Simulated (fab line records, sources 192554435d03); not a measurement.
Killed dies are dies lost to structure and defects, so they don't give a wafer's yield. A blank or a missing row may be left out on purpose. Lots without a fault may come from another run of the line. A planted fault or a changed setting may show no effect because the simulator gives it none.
Which tool did it? | flow n5_finfet | 24 lots, 72 wafers sampled, at 4 steps of a route of 1938

WHAT THE GAUGES READ, wafer by wafer
N5_PMOS_HMC_CHANNEL_EPI_CD_MEAS_09: target cd 237.4 nm.
lot  | measured    | on        | cd_nm (nm)
L074 | day 1 17:10 | cd_sem-02 | 238.3 237.9 238.6
L075 | day 1 23:50 | cd_sem-03 | 237.9 235.7 236.4
L076 | day 2 05:20 | cd_sem-03 | 237.6 234.3 237.1
L077 | day 2 11:21 | cd_sem-02 | 236.3 236.4 235.7
L078 | day 2 18:04 | cd_sem-03 | 238.0 238.5 238.1
L079 | day 2 23:26 | cd_sem-02 | 237.0 236.8 237.8
L080 | day 3 05:03 | cd_sem-01 | 235.3 236.4 235.8
L081 | day 3 11:44 | cd_sem-03 | 236.5 236.8 235.9
L082 | day 3 17:07 | cd_sem-01 | 234.7 236.9 236.7
L083 | day 4 00:02 | cd_sem-01 | 235.7 235.8 236.1
L084 | day 4 05:21 | cd_sem-02 | 237.2 238.2 235.9
L085 | day 4 11:49 | cd_sem-03 | 237.6 237.4 238.0
L086 | day 4 16:52 | cd_sem-01 | 237.9 236.8 236.8
L087 | day 4 23:38 | cd_sem-03 | 236.6 235.9 235.8
L088 | day 5 05:38 | cd_sem-02 | 237.8 237.7 237.4
L089 | day 5 11:40 | cd_sem-03 | 236.4 234.9 238.0
L090 | day 5 17:36 | cd_sem-01 | 236.9 237.7 237.5
L091 | day 5 23:36 | cd_sem-03 | 235.5 235.2 236.5
L092 | day 6 04:55 | cd_sem-02 | 238.5 236.5 235.6
L093 | day 6 11:13 | cd_sem-03 | 236.0 237.4 236.3
L094 | day 6 16:55 | cd_sem-02 | 237.0 238.6 238.5
L095 | day 6 23:46 | cd_sem-03 | 235.4 236.3 236.5
L096 | day 7 05:07 | cd_sem-02 | 236.2 236.5 236.0
L097 | day 7 11:25 | cd_sem-03 | 240.6 238.5 237.9

N5_FIN_SAQP_CD_MEAS_27: target cd 20 nm.
lot  | measured    | on        | cd_nm (nm)
L074 | day 1 23:44 | cd_sem-01 | 20.33 20.50 20.40
L075 | day 2 06:45 | cd_sem-02 | 20.40 20.25 20.24
L076 | day 2 12:17 | cd_sem-02 | 20.68 20.18 20.34
L077 | day 2 18:37 | cd_sem-02 | 20.28 20.17 20.30
L078 | day 3 03:08 | cd_sem-02 | 20.28 20.29 20.08
L079 | day 3 06:46 | cd_sem-03 | 20.16 20.31 20.15
L080 | day 3 12:04 | cd_sem-01 | 20.45 20.75 20.44
L081 | day 3 18:30 | cd_sem-01 | 20.55 20.61 20.73
L082 | day 4 00:10 | cd_sem-03 | 20.59 20.38 20.21
L083 | day 4 06:37 | cd_sem-01 | 20.28 20.41 20.55
L084 | day 4 11:58 | cd_sem-02 | 20.10 20.75 19.99
L085 | day 4 18:36 | cd_sem-01 | 20.39 20.34 20.59
L086 | day 4 23:29 | cd_sem-01 | 20.85 19.94 20.30
L087 | day 5 07:04 | cd_sem-01 | 20.57 20.27 19.80
L088 | day 5 13:21 | cd_sem-03 | 20.19 20.26 20.31
L089 | day 5 18:15 | cd_sem-03 | 20.20 20.15 20.37
L090 | day 6 00:25 | cd_sem-01 | 20.38 19.94 20.38
L091 | day 6 06:22 | cd_sem-03 | 20.47 20.05 20.07
L092 | day 6 11:16 | cd_sem-02 | 20.24 20.66 20.44
L093 | day 6 17:41 | cd_sem-02 | 20.41 20.34 20.55
L094 | day 7 00:24 | cd_sem-03 | 20.29 20.23 20.32
L095 | day 7 06:35 | cd_sem-03 | 20.53 20.26 20.43
L096 | day 7 11:28 | cd_sem-02 | 20.53 20.40 20.31
L097 | day 7 17:46 | cd_sem-02 | 20.31 20.58 20.61

WHICH TOOL RAN EACH LOT (tool, then ch and the chambers of the sampled wafers, then the start)
lot  | N5_PMOS_HMC_CHANNEL_EPI_ETCH_38 | N5_FIN_SAQP_MANDREL_ETCH_22
L074 | rie_si-05 ch 0,1, day 1 17:42   | rie_si-03 ch 1,2,3, day 1 21:41
L075 | rie_si-02 ch 0,1,3, day 2 00:22 | rie_si-03 ch 0,2, day 2 04:55
L076 | rie_si-05 ch 1,2,3, day 2 05:51 | rie_si-01 ch 0,1,3, day 2 10:13
L077 | rie_si-06 ch 0,2,3, day 2 11:52 | rie_si-01 ch 0,1,2, day 2 16:41
L078 | rie_si-02 ch 0,1, day 2 18:35   | rie_si-03 ch 1,2, day 2 23:15
L079 | rie_si-02 ch 0,2,3, day 2 23:58 | rie_si-01 ch 0,1, day 3 05:02
L080 | rie_si-05 ch 0,2, day 3 05:52   | rie_si-04 ch 0,3, day 3 10:17
L081 | rie_si-06 ch 1,3, day 3 12:19   | rie_si-03 ch 0,2,3, day 3 16:46
L082 | rie_si-02 ch 0,1,3, day 3 17:50 | rie_si-04 ch 0,1,2, day 3 22:20
L083 | rie_si-06 ch 0,1, day 4 00:33   | rie_si-04 ch 0,2,3, day 4 04:44
L084 | rie_si-05 ch 1,2,3, day 4 05:52 | rie_si-04 ch 0,2,3, day 4 10:14
L085 | rie_si-02 ch 0,2,3, day 4 12:29 | rie_si-04 ch 1,2,3, day 4 16:35
L086 | rie_si-06 ch 0,1, day 4 17:24   | rie_si-04 ch 2,3, day 4 21:44
L087 | rie_si-05 ch 0,1,2, day 5 00:10 | rie_si-04 ch 0,1,3, day 5 05:15
L088 | rie_si-06 ch 0,1,2, day 5 06:09 | rie_si-01 ch 1,2, day 5 11:37
L089 | rie_si-05 ch 0,2,3, day 5 12:21 | rie_si-04 ch 0,1,2, day 5 16:25
L090 | rie_si-05 ch 2,3, day 5 18:08   | rie_si-01 ch 1,2, day 5 22:41
L091 | rie_si-06 ch 1,2,3, day 6 00:08 | rie_si-01 ch 0,1,3, day 6 04:37
L092 | rie_si-02 ch 0,1,2, day 6 05:26 | rie_si-04 ch 0,1,3, day 6 09:34
L093 | rie_si-05 ch 0,1,3, day 6 11:44 | rie_si-03 ch 0,1,2, day 6 15:58
L094 | rie_si-05 ch 2,3, day 6 17:49   | rie_si-03 ch 0,3, day 6 22:31
L095 | rie_si-05 ch 0,1,2, day 7 00:17 | rie_si-03 ch 0,1,3, day 7 04:32
L096 | rie_si-06 ch 2,3, day 7 05:38   | rie_si-04 ch 1,2,3, day 7 09:44
L097 | rie_si-05 ch 1,2, day 7 11:56   | rie_si-04 ch 1,3, day 7 16:02
- N5_PMOS_HMC_CHANNEL_EPI_ETCH_38: etches SiO2 in CF4, target depth 1.5 nm.
- N5_FIN_SAQP_MANDREL_ETCH_22: etches a-Si in HBr/Cl2, stops on SiNx, target depth 60 nm, bt time 10 s, time 30 s.

WHAT THE TOOLS THEMSELVES READ (means of the sampled wafers that have a number; where no wafer has one, the mark that the record gives instead)
N5_PMOS_HMC_CHANNEL_EPI_ETCH_38.
lot  | tool      | drypump_motor_current_A (A) | oes_product_au (a.u.) | throttle_valve_pct (%)
L074 | rie_si-05 | 5.6                         | 0.973                 | 21.94
L075 | rie_si-02 | 5.6                         | 1.009                 | 21.52
L076 | rie_si-05 | 5.8                         | 0.993                 | 21.82
L077 | rie_si-06 | 5.6                         | 1.009                 | 21.64
L078 | rie_si-02 | 5.7                         | 1.018                 | 21.38
L079 | rie_si-02 | 5.6                         | 1.013                 | 21.64
L080 | rie_si-05 | 5.6                         | 0.987                 | 21.62
L081 | rie_si-06 | 5.6                         | 1.001                 | 21.78
L082 | rie_si-02 | 5.6                         | 1.007                 | 21.51
L083 | rie_si-06 | 5.3                         | 0.973                 | 21.44
L084 | rie_si-05 | 5.7                         | 0.998                 | 21.83
L085 | rie_si-02 | 5.5                         | 0.998                 | 21.63
L086 | rie_si-06 | 5.4                         | 0.983                 | 21.36
L087 | rie_si-05 | 5.6                         | 0.981                 | 21.79
L088 | rie_si-06 | 5.3                         | 0.996                 | 21.49
L089 | rie_si-05 | 6.0                         | 0.998                 | 21.89
L090 | rie_si-05 | 5.7                         | 0.998                 | 21.66
L091 | rie_si-06 | 5.4                         | 1.012                 | 21.70
L092 | rie_si-02 | 5.6                         | 1.021                 | 21.50
L093 | rie_si-05 | 6.0                         | 0.999                 | 22.02
L094 | rie_si-05 | 5.8                         | 1.002                 | 21.67
L095 | rie_si-05 | 5.6                         | 0.998                 | 21.75
L096 | rie_si-06 | 5.5                         | 1.025                 | 21.76
L097 | rie_si-05 | 5.4                         | 0.990                 | 21.52

N5_FIN_SAQP_MANDREL_ETCH_22.
lot  | tool      | drypump_motor_current_A (A) | oes_product_au (a.u.) | throttle_valve_pct (%)
L074 | rie_si-03 | 5.6                         | 0.751                 | 35.56
L075 | rie_si-03 | 5.1                         | 0.772                 | 35.72
L076 | rie_si-01 | 6.1                         | 0.769                 | 35.24
L077 | rie_si-01 | 5.9                         | 0.769                 | 35.23
L078 | rie_si-03 | 5.4                         | 0.756                 | 35.59
L079 | rie_si-01 | 5.8                         | 0.774                 | 35.25
L080 | rie_si-04 | 5.6                         | 0.771                 | 35.40
L081 | rie_si-03 | 5.6                         | 0.760                 | 35.66
L082 | rie_si-04 | 5.1                         | 0.759                 | 35.24
L083 | rie_si-04 | 5.3                         | 0.765                 | 35.17
L084 | rie_si-04 | 5.4                         | 0.757                 | 35.19
L085 | rie_si-04 | 5.1                         | 0.748                 | 35.36
L086 | rie_si-04 | 5.0                         | 0.751                 | 35.07
L087 | rie_si-04 | 5.4                         | 0.756                 | 35.48
L088 | rie_si-01 | 5.9                         | 0.776                 | 35.33
L089 | rie_si-04 | 5.1                         | 0.752                 | 35.24
L090 | rie_si-01 | 5.9                         | 0.771                 | 35.22
L091 | rie_si-01 | 6.1                         | 0.771                 | 35.24
L092 | rie_si-04 | 5.4                         | 0.771                 | 35.45
L093 | rie_si-03 | 5.1                         | 0.764                 | 35.63
L094 | rie_si-03 | 5.2                         | 0.768                 | 35.71
L095 | rie_si-03 | 5.3                         | 0.754                 | 35.61
L096 | rie_si-04 | 5.0                         | 0.751                 | 35.36
L097 | rie_si-04 | 5.3                         | 0.759                 | 35.58

THE ANSWER, worked out from the rows above alone
Rule: what is usual is taken from the lots themselves. Put in order of their means at a reading, lots are off if they are a third of the lots or fewer, leave a main group of 4 or more, and stand apart from it by a gap of 3 or more times the standard deviation of the main group's means; of several such gaps the widest counts. A main group whose means are all the same, to the digits that the tables above print for the reading, isn't used. A lot without any number at a reading at which 4 lots or more have one is off too. The other lots that the step has rows for count as sound. The gauges are gone through in route order, then the tools' own readings, and for those a lot's mean is taken as printed above. The first step at which some lot is off is used, and at that step the reading that is off furthest; a lot without a number counts as furthest.
No lot is off at any reading shown: from this, nothing can be told.

WHAT THE SIMULATOR HAD PUT IN
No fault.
